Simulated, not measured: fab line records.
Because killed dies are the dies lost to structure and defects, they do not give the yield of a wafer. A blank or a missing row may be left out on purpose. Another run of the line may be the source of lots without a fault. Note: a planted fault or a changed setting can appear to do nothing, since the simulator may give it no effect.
What tool caused it? | flow nandHarc | 12 lots with 36 wafers sampled at 5 steps, on a route of 1302 steps

WHAT EACH GAUGE READ, for each wafer
NHARC_P_M1_CD_MEAS_16.
lot  | measured     | on       | cdNm (nm)
L075 | day 6 14:38  | cdSem-02 | 130.0 129.4 130.4
L077 | day 7 07:02  | cdSem-02 | 128.4 127.8 128.4
L079 | day 8 04:52  | cdSem-02 | 129.2 129.7 129.7
L081 | day 9 06:40  | cdSem-01 | 130.2 130.4 130.5
L083 | day 10 06:03 | cdSem-02 | 129.2 129.4 129.2
L085 | day 10 21:34 | cdSem-03 | 129.8 130.0 129.8
L087 | day 11 22:09 | cdSem-03 | 129.5 128.9 128.4
L088 | day 12 11:25 | cdSem-03 | 130.6 131.0 130.2
L091 | day 13 07:01 | cdSem-02 | 129.5 128.4 128.0
L092 | day 13 23:23 | cdSem-02 | 130.5 130.0 129.1
L095 | day 15 05:56 | cdSem-02 | 129.6 129.6 129.4
L096 | day 15 21:20 | cdSem-01 | 128.8 128.2 129.6

WHICH TOOL RAN EACH LOT (tool, then ch and the chambers of the sampled wafers, then the start)
lot  | NHARC_P_GATE_STRIP_76               | NHARC_P_GATE_RTA_80             | NHARC_P_CONTACT_ALD_22             | NHARC_P_M1_DESCUM_14
L075 | plasmaAsher-02 ch 0,1, day 6 00:02  | rtpAnneal-01 ch 0, day 6 03:20  | aldMetal-03 ch 0,2,3, day 6 07:40  | rieDiel-08 ch 0,2,3, day 6 14:17
L077 | plasmaAsher-02 ch 0,1, day 6 16:43  | rtpAnneal-01 ch 0, day 6 20:04  | aldMetal-03 ch 0,1,3, day 7 00:13  | rieDiel-08 ch 1,2, day 7 06:41
L079 | plasmaAsher-01 ch 0,1, day 7 14:00  | rtpAnneal-01 ch 0, day 7 17:27  | aldMetal-01 ch 0,2,3, day 7 21:41  | rieDiel-11 ch 1,3, day 8 04:34
L081 | plasmaAsher-01 ch 0,1, day 8 16:18  | rtpAnneal-01 ch 0, day 8 19:43  | aldMetal-04 ch 1,3, day 8 23:58    | rieDiel-11 ch 0,1,2, day 9 06:22
L083 | plasmaAsher-02 ch 0, day 9 15:19    | rtpAnneal-01 ch 0, day 9 18:44  | aldMetal-04 ch 0,1, day 9 23:07    | rieDiel-08 ch 1,3, day 10 05:31
L085 | plasmaAsher-02 ch 0,1, day 10 06:15 | rtpAnneal-01 ch 0, day 10 09:34 | aldMetal-03 ch 0,2,3, day 10 14:05 | rieDiel-08 ch 0,1,2, day 10 21:16
L087 | plasmaAsher-02 ch 0,1, day 11 07:25 | rtpAnneal-02 ch 0, day 11 10:38 | aldMetal-04 ch 0,1,3, day 11 15:07 | rieDiel-08 ch 1,2,3, day 11 21:51
L088 | plasmaAsher-01 ch 0,1, day 11 20:58 | rtpAnneal-01 ch 0, day 12 00:19 | aldMetal-01 ch 1,3, day 12 04:38   | rieDiel-11 ch 0,1,2, day 12 11:06
L091 | plasmaAsher-02 ch 0,1, day 12 16:40 | rtpAnneal-01 ch 0, day 12 19:59 | aldMetal-03 ch 1,3, day 13 00:21   | rieDiel-08 ch 0,2,3, day 13 06:43
L092 | plasmaAsher-01 ch 0,1, day 13 08:53 | rtpAnneal-02 ch 0, day 13 12:31 | aldMetal-03 ch 1,2, day 13 16:43   | rieDiel-11 ch 1,2, day 13 23:04
L095 | plasmaAsher-02 ch 0,1, day 14 15:32 | rtpAnneal-01 ch 0, day 14 18:53 | aldMetal-01 ch 0,2,3, day 14 23:09 | rieDiel-11 ch 0,1,2, day 15 05:38
L096 | plasmaAsher-02 ch 0,1, day 15 06:58 | rtpAnneal-02 ch 0, day 15 10:25 | aldMetal-03 ch 1,3, day 15 14:39   | rieDiel-08 ch 0,2,3, day 15 21:02
- NHARC_P_GATE_STRIP_76: strips in O2.
- NHARC_P_GATE_RTA_80: time 30 s.
- NHARC_P_CONTACT_ALD_22: deposits TiN, target thk 3 nm, pulse time 1 s, ald cycles 150.
- NHARC_P_M1_DESCUM_14: chemistry O2, time 3 s.

THE ANSWER, worked out from the rows above alone
Rule: what is usual is taken from the lots themselves. Put in order of their means at a reading, lots are off if they are a third of the lots or fewer, leave a main group of 4 or more, and stand apart from it by a gap of 3 or more times the standard deviation of the main group's means; of several such gaps the widest counts. A main group whose means are all the same, to the digits that the tables above print for the reading, isn't used. Also off: a lot with no number at a reading for which 4 or more lots have one. The other lots that the step has rows for count as sound.
Nothing can be told from this: no lot is off at any reading shown.

WHAT HAD BEEN PUT IN BY THE SIMULATOR
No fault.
